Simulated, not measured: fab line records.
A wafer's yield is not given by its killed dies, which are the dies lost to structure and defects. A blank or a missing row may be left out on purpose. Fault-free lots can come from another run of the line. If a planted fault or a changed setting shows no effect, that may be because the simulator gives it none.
What tool caused it? -- flow nand_harc -- 13 lots, 38 wafers sampled, at 5 steps of a route of 1159

== WHAT EACH GAUGE READ, for each wafer ==
NHARC_A_M1_CD_MEAS_09: target cd 120 nm.
lot,measured,on,cd_nm (nm)
L202,day 18 07:01,cd_sem-03,119.6 121.8 121.0
L204,day 18 11:29,cd_sem-03,120.0 121.9 120.9
L205,day 18 14:57,cd_sem-03,120.1 119.3 121.7
L206,day 19 02:50,cd_sem-01,120.8 120.1 120.5
L207,day 19 03:39,cd_sem-03,120.9 121.0 121.0
L212,day 20 05:17,cd_sem-02,121.1 121.3 120.4
L208,day 20 09:37,cd_sem-02,121.0 121.2 120.3
L213,day 21 10:30,cd_sem-02,120.9 120.2 120.4
L215,day 22 04:26,cd_sem-01,121.4 119.8 120.2
L214,day 22 06:09,cd_sem-02,116.5 121.2 116.0
L216,day 22 06:52,cd_sem-03,116.4 116.8
L222,day 23 03:05,cd_sem-01,120.6 119.9 119.2
L223,day 23 18:50,cd_sem-03,122.2 119.9 121.2

NHARC_A_M1_INSPECT_11.
lot,measured,on,raw_defect_count
L202,day 18 07:09,defect_inspect-01,24 20 22
L204,day 18 11:37,defect_inspect-02,25 17 26
L205,day 18 15:04,defect_inspect-01,27 36 26
L206,day 19 02:59,defect_inspect-01,7 14 10
L207,day 19 03:46,defect_inspect-01,42 34 28
L212,day 20 05:25,defect_inspect-02,34 38 55
L208,day 20 09:44,defect_inspect-01,21 30 33
L213,day 21 10:38,defect_inspect-02,24 24 21
L215,day 22 04:33,defect_inspect-02,13 16 10
L214,day 22 06:17,defect_inspect-02,30 25 35
L216,day 22 06:59,defect_inspect-02,43 52
L222,day 23 03:13,defect_inspect-02,41 42 41
L223,day 23 18:58,defect_inspect-01,25 16 15

== EACH LOT AND THE TOOL THAT RAN IT (in order: tool; ch and the chambers of the sampled wafers; start) ==
lot,NHARC_A_M0_PVD_21,NHARC_A_M0_ANNEAL_30,NHARC_A_M1_PEB_07
L202,"pvd_sputter-03, day 18 04:48 or earlier","rtp_anneal-02 ch 0, day 18 04:48","litho_track-04 ch 0, day 18 06:56"
L204,"pvd_sputter-01, day 18 09:07 or earlier","rtp_anneal-01 ch 0, day 18 09:07","litho_track-04 ch 0, day 18 11:25"
L205,"pvd_sputter-03, day 18 12:16 or earlier","rtp_anneal-01 ch 0, day 18 12:16","litho_track-04 ch 0, day 18 14:52"
L206,"pvd_sputter-03, day 19 00:45 or earlier","rtp_anneal-02 ch 0, day 19 00:45","litho_track-06 ch 0, day 19 02:46"
L207,"pvd_sputter-01, day 19 01:33 or earlier","rtp_anneal-01 ch 0, day 19 01:33","litho_track-01 ch 0, day 19 03:34"
L212,"pvd_sputter-01, day 20 02:40 or earlier","rtp_anneal-02 ch 0, day 20 02:40","litho_track-06 ch 0, day 20 05:12"
L208,"pvd_sputter-02, day 20 07:32 or earlier","rtp_anneal-02 ch 0, day 20 07:32","litho_track-01 ch 0, day 20 09:32"
L213,"pvd_sputter-01, day 21 08:18 or earlier","rtp_anneal-01 ch 0, day 21 08:18","litho_track-01 ch 0, day 21 10:25"
L215,"pvd_sputter-02, day 22 01:59 or earlier","rtp_anneal-02 ch 0, day 22 01:59","litho_track-06 ch 0, day 22 04:21"
L214,"pvd_sputter-02, day 22 03:55 or earlier","rtp_anneal-01 ch 0, day 22 03:55","litho_track-01 ch 0, day 22 06:04"
L216,"pvd_sputter-02, day 22 04:35 or earlier","rtp_anneal-01 ch 0, day 22 04:35","litho_track-01 ch 0, day 22 06:47"
L222,"pvd_sputter-02, day 23 00:49 or earlier","rtp_anneal-01 ch 0, day 23 00:49","litho_track-04 ch 0, day 23 03:01"
L223,"pvd_sputter-02, day 23 16:45 or earlier","rtp_anneal-01 ch 0, day 23 16:45","litho_track-04 ch 0, day 23 18:45"
- NHARC_A_M0_PVD_21: deposits Cu, target thk 30 nm, time 20.49 s.
- NHARC_A_M0_ANNEAL_30: time 90 s.
- NHARC_A_M1_PEB_07: peb time 65 s.

== WHAT THE TOOLS THEMSELVES READ (means of the sampled wafers that have a number; where no wafer has one, the mark that the record gives instead) ==
NHARC_A_M0_PVD_21.
lot,tool,throttle_valve_pct (%)
L202,pvd_sputter-03,30.8
L204,pvd_sputter-01,30.2
L205,pvd_sputter-03,30.0
L206,pvd_sputter-03,30.3
L207,pvd_sputter-01,29.7
L212,pvd_sputter-01,30.0
L208,pvd_sputter-02,30.7
L213,pvd_sputter-01,30.2
L215,pvd_sputter-02,30.7
L214,pvd_sputter-02,30.2
L216,pvd_sputter-02,30.5
L222,pvd_sputter-02,30.9
L223,pvd_sputter-02,30.5

NHARC_A_M0_ANNEAL_30.
lot,tool,wafer_temp_C_max
L202,rtp_anneal-02,225.30
L204,rtp_anneal-01,225.99
L205,rtp_anneal-01,225.72
L206,rtp_anneal-02,225.63
L207,rtp_anneal-01,225.94
L212,rtp_anneal-02,225.46
L208,rtp_anneal-02,225.74
L213,rtp_anneal-01,226.06
L215,rtp_anneal-02,225.51
L214,rtp_anneal-01,226.20
L216,rtp_anneal-01,226.08
L222,rtp_anneal-01,226.05
L223,rtp_anneal-01,226.16

NHARC_A_M1_PEB_07.
lot,tool,chill_plate_temp_C (C),exhaust_pa (Pa),heater_power_total_W (W)
L202,litho_track-04,22.88,45.1,156.8
L204,litho_track-04,23.01,45.8,156.5
L205,litho_track-04,22.95,45.1,156.3
L206,litho_track-06,23.04,45.1,156.6
L207,litho_track-01,22.91,45.1,156.7
L212,litho_track-06,23.12,44.2,156.5
L208,litho_track-01,23.00,46.5,156.7
L213,litho_track-01,22.95,45.7,156.7
L215,litho_track-06,23.02,45.0,156.5
L214,litho_track-01,23.02,44.9,164.3
L216,litho_track-01,23.01,44.8,168.3
L222,litho_track-04,23.02,43.8,156.5
L223,litho_track-04,22.90,44.5,156.5

== THE ANSWER, worked out from the rows above alone ==
Rule: what is usual is taken from the lots themselves. The widest of any qualifying gaps counts: lots, ordered by their means at a reading, are off when they make up no more than a third of the lots, leave a main group of 4 or more, and stand apart from it by 3 or more times the standard deviation of that group's means. Not used: any main group whose means are identical at the precision the tables above print for the reading. A lot without any number at a reading at which 4 lots or more have one is off too. The other lots that the step has rows for count as sound. First the gauges in route order, then the tools' own readings, where a lot's mean is used as printed above. At the first step where some lot is off, the reading lying furthest off is the one used; lots without a number count as furthest.
Off: L214, L216, at NHARC_A_M1_CD_MEAS_09 (cd_nm). The main group: mean 120.7 nm, standard deviation 0.34.
A tool fits if, at a process step before that reading, it ran every lot that is off, and no sound lot after the first of them. The gauges at NHARC_A_M1_CD_MEAS_09 aren't tried: what is off there is off at NHARC_A_M1_PEB_07 too, on other tools, and a gauge's error can't cause that. Because NHARC_A_M0_PVD_21 lacks a start for some lots, the hours and order of its lots are taken from NHARC_A_M0_ANNEAL_30. One candidate fits, namely litho_track-01 at NHARC_A_M1_PEB_07. A fault onset in the window from L213 (day 21 10:25, its last sound lot) to L214 (day 22 06:04, its first lot off) fits.
The tool's own readings at NHARC_A_M1_PEB_07 bear it out: on the lots that are off they differ by more than 5 times the standard deviation of the sound lots' means. heater_power_total_W reads 166.3 W there against 156.6 W on the sound lots.

== WHAT THE SIMULATOR HAD PUT IN ==
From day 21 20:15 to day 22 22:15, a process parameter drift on litho_track-01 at NHARC_A_M1_PEB_07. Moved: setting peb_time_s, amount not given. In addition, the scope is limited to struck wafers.
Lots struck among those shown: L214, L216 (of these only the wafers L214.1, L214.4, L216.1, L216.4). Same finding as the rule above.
